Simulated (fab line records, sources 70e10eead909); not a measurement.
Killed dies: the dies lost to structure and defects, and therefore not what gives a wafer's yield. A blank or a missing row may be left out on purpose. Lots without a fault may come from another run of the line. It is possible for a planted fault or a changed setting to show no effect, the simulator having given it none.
Matching of chambers -- flow nand harc -- NHARC_P_GATE_DEP_103 on pecvd-01 has 3 sister chambers
The step deposits SiON, target thk 30 nm. 6 wafers are shown with their chamber, then 9 later ones without.

## WAFERS WITH THEIR CHAMBER
wafer,chamber,heater power w (W),heater power outer w (W)
L970.4,2,788,514
L973.4,0,901,558
L973.6,1,889,509
L975.3,2,744,483
L975.4,1,864,498
L975.5,0,913,558

## WAFERS WITH NO CHAMBER GIVEN
wafer,heater power w (W),heater power outer w (W)
L976.1,891,554
L976.3,841,489
L976.4,770,490
L985.1,799,481
L985.3,897,519
L985.5,805,493
L988.2,931,561
L988.4,840,475
L988.5,935,562

## THE CHAMBER EACH PASSED THROUGH
wafer,from the rows above,in truth
L976.1,0,0
L976.3,can't be placed: 1 or 2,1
L976.4,2,2
L985.1,can't be placed: 2 or 1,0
L985.3,can't be placed: 1 or 0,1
L985.5,can't be placed: 2 or 1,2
L988.2,0,0
L988.4,can't be placed: 1 or 2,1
L988.5,0,0
Correct placement for 4 of the 9. Cannot be placed on the basis of these rows: 5; the candidates contain the true chamber in 4. Number placed wrongly: 0.
How it was worked out, from the rows above alone: a wafer's distance from a chamber is the root of the sum, over the readings, of the square of ((its reading less the chamber's mean) divided by the reading's scatter). If the next closest chamber is less than 2 further off than the closest, the wafer can't be placed; otherwise it belongs to the closest. For every chamber, the mean is computed from those of its wafers that are shown. The scatter: the root of (the sum of the squares of (reading less its chamber's mean) over the shown wafers, divided by (wafers less chambers)).
